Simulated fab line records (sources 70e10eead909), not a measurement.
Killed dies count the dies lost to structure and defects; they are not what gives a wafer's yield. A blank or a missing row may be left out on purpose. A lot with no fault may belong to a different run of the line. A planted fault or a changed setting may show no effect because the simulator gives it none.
What tool caused it? ; flow nand harc ; 11 lots with 33 wafers sampled at 5 steps, on a route of 1302 steps

WHAT EACH GAUGE READ, for each wafer
NHARC_END_WLT_00.
lot;measured;on;VT_DECK1_BOTTOM;VT_DECK1_BOTTOM_INNER;VT_DECK1_MEDIAN_NEAR_BOTTOM;VT_DECK1_MEDIAN_NEAR_BOTTOM_INNER;VT_DECK1_MIDDLE;VT_DECK1_MIDDLE_INNER;VT_DECK1_TOP;VT_DECK1_TOP_INNER;VT_DECK2_BOTTOM;VT_DECK2_BOTTOM_INNER;VT_DECK2_MEDIAN_NEAR_BOTTOM;VT_DECK2_MEDIAN_NEAR_BOTTOM_INNER;VT_DECK2_MIDDLE;VT_DECK2_MIDDLE_INNER;VT_DECK2_TOP;VT_DECK2_TOP_INNER
L505;day 25 01:36;prober-02;0.883 0.874 0.880;0.879 0.883 0.869;0.871 0.886 0.880;0.884 0.879 0.885;0.889 0.898 0.889;0.892 0.894 0.888;0.906 0.897 0.899;0.904 0.895 0.894;0.869 0.875 0.872;0.870 0.885 0.872;0.871 0.879 0.871;0.869 0.869 0.873;0.889 0.892 0.890;0.884 0.891 0.889;0.898 0.900 0.892;0.901 0.901 0.898
L506;day 25 18:23;prober-02;0.870 0.874 0.880;0.877 0.880 0.884;0.874 0.873 0.875;0.878 0.887 0.879;0.888 0.893 0.892;0.887 0.889 0.894;0.906 0.913 0.918;0.906 0.905 0.903;0.881 0.875 0.874;0.878 0.870 0.875;0.881 0.875 0.877;0.871 0.875 0.870;0.891 0.887 0.883;0.887 0.886 0.889;0.907 0.903 0.897;0.900 0.896 0.898
L508;day 26 13:14;prober-01;0.866 0.863 0.870;0.866 0.872 0.858;0.865 0.868 0.866;0.868 0.865 0.863;0.881 0.882 0.870;0.876 0.875 0.885;0.905 0.894 0.890;0.886 0.898 0.886;0.883 0.880 0.884;0.885 0.874 0.875;0.877 0.879 0.884;0.873 0.880 0.881;0.891 0.887 0.899;0.891 0.894 0.891;0.910 0.898 0.914;0.903 0.912 0.904
L509;day 26 18:11;prober-02;0.880 0.870 0.878;0.876 0.866 0.870;0.873 0.873 0.871;0.870 0.871 0.872;0.883 0.886 0.877;0.884 0.881 0.879;0.892 0.889 0.889;0.888 0.901 0.895;0.876 0.875 0.874;0.867 0.868 0.880;0.884 0.884 0.874;0.877 0.867 0.881;0.892 0.887 0.889;0.880 0.885 0.887;0.900 0.897 0.904;0.902 0.900 0.900
L511;day 27 13:35;prober-01;0.877 0.877 0.873;0.874 0.876 0.867;0.870 0.875 0.879;0.878 0.867 0.871;0.882 0.889 0.880;0.889 0.890 0.884;0.893 0.886 0.894;0.899 0.897 0.903;0.870 0.863 0.879;0.863 0.873 0.872;0.880 0.872 0.879;0.869 0.872 0.873;0.887 0.879 0.880;0.887 0.875 0.879;0.900 0.899 0.901;0.899 0.899 0.887
L516;day 29 19:13;prober-02;1.010 1.000 1.001;1.007 1.004 1.005;1.009 1.008 1.011;1.001 1.005 1.013;1.022 1.017 1.025;1.020 1.018 1.023;1.047 1.026 1.033;1.039 1.038 1.037;1.008 1.009 1.007;1.003 1.007 1.004;0.997 0.993 1.009;1.006 1.009 1.005;1.016 1.026 1.022;1.015 1.031 1.017;1.036 1.047 1.025;1.033 1.037 1.037
L518;day 30 23:44;prober-02;0.997 1.004 0.996;0.990 0.989 0.991;0.998 0.998 0.992;1.012 1.000 1.001;1.013 1.013 1.021;1.012 1.005 1.008;1.019 1.023 1.021;1.024 1.023 1.017;1.007 1.005 1.008;0.999 1.010 1.001;1.007 1.007 1.001;0.996 1.004 0.999;1.017 1.028 1.025;1.019 1.031 1.017;1.038 1.033 1.040;1.037 1.031 1.032
L517;day 31 00:12;prober-01;1.010 1.001 1.000;1.003 0.995 0.998;0.999 0.998 0.996;1.005 1.003 1.002;1.016 1.019 1.013;1.011 1.015 1.012;1.025 1.024 1.027;1.034 1.033 1.035;0.996 1.003 0.995;1.005 1.003 0.997;0.989 1.002 1.005;0.997 0.998 1.003;1.014 1.022 1.017;1.012 1.010 1.008;1.018 1.027 1.014;1.029 1.030 1.028
L521;day 32 18:30;prober-02;0.997 1.001 0.996;0.994 0.997 0.987;0.998 0.996 0.998;0.995 0.995 0.988;1.012 1.022 1.010;1.011 1.016 1.012;1.027 1.028 1.025;1.021 1.028 1.031;0.999 1.001 1.012;1.002 0.992 0.998;1.000 1.002 1.004;1.004 1.000 0.999;1.001 1.003 1.020;1.016 1.014 1.014;1.027 1.028 1.023;1.025 1.031 1.030
L524;day 33 00:32;prober-01;0.886 0.887 0.890;0.883 0.882 0.887;0.894 0.890 0.890;0.887 0.891 0.892;0.902 0.881 0.897;0.895 0.893 0.902;0.911 0.904 0.915;0.911 0.906 0.913;0.878 0.875 0.872;0.871 0.867 0.870;0.880 0.871 0.876;0.871 0.872 0.869;0.885 0.878 0.881;0.893 0.885 0.890;0.903 0.894 0.889;0.890 0.890 0.903
L525;day 33 01:48;prober-02;0.870 0.881 0.876;0.872 0.875 0.876;0.872 0.878 0.879;0.872 0.880 0.878;0.886 0.890 0.890;0.895 0.892 0.892;0.890 0.898 0.900;0.906 0.900 0.901;0.875 0.881 0.866;0.877 0.870 0.871;0.880 0.879 0.881;0.876 0.880 0.881;0.895 0.881 0.893;0.891 0.899 0.890;0.901 0.907 0.898;0.911 0.904 0.911

TOOL THAT RAN EACH LOT (tool first, then ch and the chambers of the sampled wafers, then the start)
lot;NHARC_A_SOURCE_PLATE_PRECLEAN_00;NHARC_THIN_TSV_CMP_01;NHARC_THIN_TSV_CMP_21;NHARC_THIN_TSV_PRE_CLEAN_54
L505;wet bench-01 ch 1,2,3, day 7 19:40;cmp-03 ch 2,3, day 24 10:48;cmp-04 ch 0,2, day 24 16:33;pvd sputter-03, day 24 17:05
L506;wet bench-02 ch 3,4,5, day 8 00:04;cmp-03 ch 1,2,3, day 25 05:52;cmp-04 ch 1,2,3, day 25 11:22;pvd sputter-03, day 25 11:54
L508;wet bench-01 ch 2,3,4, day 9 01:16;cmp-02 ch 0,1,3, day 25 23:34;cmp-04 ch 1,2,3, day 26 05:32;pvd sputter-01, day 26 06:04
L509;wet bench-04 ch 3,4,6, day 9 10:26;cmp-02 ch 0,2,3, day 26 03:55;cmp-03 ch 1,3, day 26 09:46;pvd sputter-03, day 26 10:18
L511;wet bench-02 ch 4,5,6, day 10 11:27;cmp-04 ch 1,2,3, day 27 01:43;cmp-02 ch 0,1,2, day 27 07:22;pvd sputter-01, day 27 07:53
L516;wet bench-04 ch 1,2,6, day 12 04:33;cmp-03 ch 1,2,3, day 29 06:05;cmp-02 ch 0,1,3, day 29 11:44;pvd sputter-02, day 29 12:16
L518;wet bench-04 ch 4,5,7, day 13 02:49;cmp-04 ch 0,2,3, day 30 10:31;cmp-04 ch 0,1,2, day 30 16:08;pvd sputter-02, day 30 16:40
L517;wet bench-04 ch 3,4,5, day 13 04:05;cmp-04 ch 2,3, day 30 11:41;cmp-03 ch 1,3, day 30 17:19;pvd sputter-02, day 30 17:50
L521;wet bench-04 ch 3,4,5, day 14 14:49;cmp-02 ch 0,2,3, day 32 02:24;cmp-03 ch 0,1,3, day 32 08:26;pvd sputter-01, day 32 08:57
L524;wet bench-01 ch 0,3,7, day 15 08:05;cmp-02 ch 1,2, day 32 10:13;cmp-04 ch 1,3, day 32 15:49;pvd sputter-03, day 32 16:22
L525;wet bench-01 ch 0,5,7, day 15 22:02;cmp-04 ch 0,1,3, day 32 11:25;cmp-04 ch 1,2,3, day 32 17:07;pvd sputter-03, day 32 17:35
- NHARC_A_SOURCE_PLATE_PRECLEAN_00: cleans in HF-LAST, time 60 s.
- NHARC_THIN_TSV_CMP_01: polishes.
- NHARC_THIN_TSV_CMP_21: polishes, t overpolish 30 s, target thk 2000 nm.
- NHARC_THIN_TSV_PRE_CLEAN_54: time 30 s.

AS READ BY THE TOOLS THEMSELVES (means over the sampled wafers that have a number; for cases with no such wafer, the mark the record gives instead)
NHARC_THIN_TSV_CMP_01.
lot;tool;motor current A (A);retaining ring pressure frac
L505;cmp-03;12.0;1.003
L506;cmp-03;12.4;0.996
L508;cmp-02;11.2;1.000
L509;cmp-02;12.5;1.000
L511;cmp-04;12.2;0.999
L516;cmp-03;12.2;0.996
L518;cmp-04;12.5;0.996
L517;cmp-04;12.2;0.997
L521;cmp-02;12.5;1.000
L524;cmp-02;11.6;0.997
L525;cmp-04;13.0;0.997

NHARC_THIN_TSV_CMP_21.
lot;tool;motor current A (A);overpolish run s (s);retaining ring pressure frac
L505;cmp-04;12.2;30.005;0.995
L506;cmp-04;12.6;29.994;1.002
L508;cmp-04;11.9;29.997;1.001
L509;cmp-03;11.4;29.995;1.002
L511;cmp-02;11.9;30.007;1.000
L516;cmp-02;11.5;30.000;1.003
L518;cmp-04;12.6;30.002;1.000
L517;cmp-03;11.2;29.998;0.997
L521;cmp-03;11.8;29.997;0.995
L524;cmp-04;12.4;30.000;0.994
L525;cmp-04;12.3;30.003;1.000

NHARC_THIN_TSV_PRE_CLEAN_54.
lot;tool;heater power w (W)
L505;pvd sputter-03;413
L506;pvd sputter-03;398
L508;pvd sputter-01;438
L509;pvd sputter-03;402
L511;pvd sputter-01;390
L516;pvd sputter-02;419
L518;pvd sputter-02;429
L517;pvd sputter-02;395
L521;pvd sputter-01;394
L524;pvd sputter-03;387
L525;pvd sputter-03;366

THE ANSWER, worked out from the rows above alone
Rule: what is usual is taken from the lots themselves. The widest of any qualifying gaps counts: lots, ordered by their means at a reading, are off when they make up no more than a third of the lots, leave a main group of 4 or more, and stand apart from it by 3 or more times the standard deviation of that group's means. The tables above print the reading to a certain number of digits; a main group whose means all agree to those digits is not used. Also off: a lot with no number at a reading for which 4 or more lots have one. All remaining lots with rows at the step are treated as sound. First the gauges in route order, then the tools' own readings, where a lot's mean is used as printed above. At the first step where some lot is off, the reading lying furthest off is the one used; lots without a number count as furthest.
Across all readings shown, no lot is off: no conclusion can be drawn from this.

WHAT THE SIMULATOR HAD PUT IN
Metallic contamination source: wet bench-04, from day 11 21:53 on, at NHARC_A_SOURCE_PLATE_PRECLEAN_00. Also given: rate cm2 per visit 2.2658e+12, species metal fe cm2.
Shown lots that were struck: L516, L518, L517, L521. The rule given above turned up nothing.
